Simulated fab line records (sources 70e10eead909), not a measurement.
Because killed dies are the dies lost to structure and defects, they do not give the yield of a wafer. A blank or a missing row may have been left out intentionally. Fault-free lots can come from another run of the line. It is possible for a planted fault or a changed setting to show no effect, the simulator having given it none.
The tool behind it: which one? | flow nandHarc | Sampling: 7 lots, 21 wafers, 2 of 1159 route steps

WHAT THE GAUGES READ, wafer by wafer
NHARC_A_CONTACT_CD_MEAS_42 targets a cd of 200 nm.
lot  | measured     | on       | cdNm (nm)
L799 | day 16 02:13 | cdSem-02 | 200.1 200.6 200.6
L801 | day 16 15:43 | cdSem-02 | 199.5 199.8 199.9
L808 | day 18 02:45 | cdSem-02 | 200.1 200.0 200.1
L818 | day 20 13:53 | cdSem-01 | 201.2 201.5 200.4
L816 | day 20 18:16 | cdSem-03 | 200.7 200.0 199.5
L821 | day 21 20:47 | cdSem-01 | 200.1 200.4 199.5
L822 | day 22 11:13 | cdSem-01 | 199.6 200.1 200.0

WHICH TOOL RAN EACH LOT (tool, then ch and the chambers of the sampled wafers, then the start)
lot  | NHARC_A_CONTACT_DEP_28
L799 | aclDep-03 ch 0, day 15 23:17
L801 | aclDep-02 ch 0, day 16 13:28
L808 | aclDep-01 ch 0, day 17 23:56
L818 | aclDep-02 ch 0, day 20 11:49
L816 | aclDep-02 ch 0, day 20 15:17
L821 | aclDep-02 ch 0, day 21 17:53
L822 | aclDep-02 ch 0, day 22 08:35
- NHARC_A_CONTACT_DEP_28: deposits aC, target thk 3600 nm.

THE ANSWER, worked out from the rows above alone
Rule: the usual values come from the lots themselves. The widest of any qualifying gaps counts: lots, ordered by their means at a reading, are off when they make up no more than a third of the lots, leave a main group of 4 or more, and stand apart from it by 3 or more times the standard deviation of that group's means. A main group whose means are all the same, to the digits that the tables above print for the reading, isn't used. A lot without any number at a reading at which 4 lots or more have one is off too. All remaining lots with rows at the step are treated as sound.
No lot is off at any reading shown: from this, nothing can be told.

WHAT THE SIMULATOR HAD PUT IN
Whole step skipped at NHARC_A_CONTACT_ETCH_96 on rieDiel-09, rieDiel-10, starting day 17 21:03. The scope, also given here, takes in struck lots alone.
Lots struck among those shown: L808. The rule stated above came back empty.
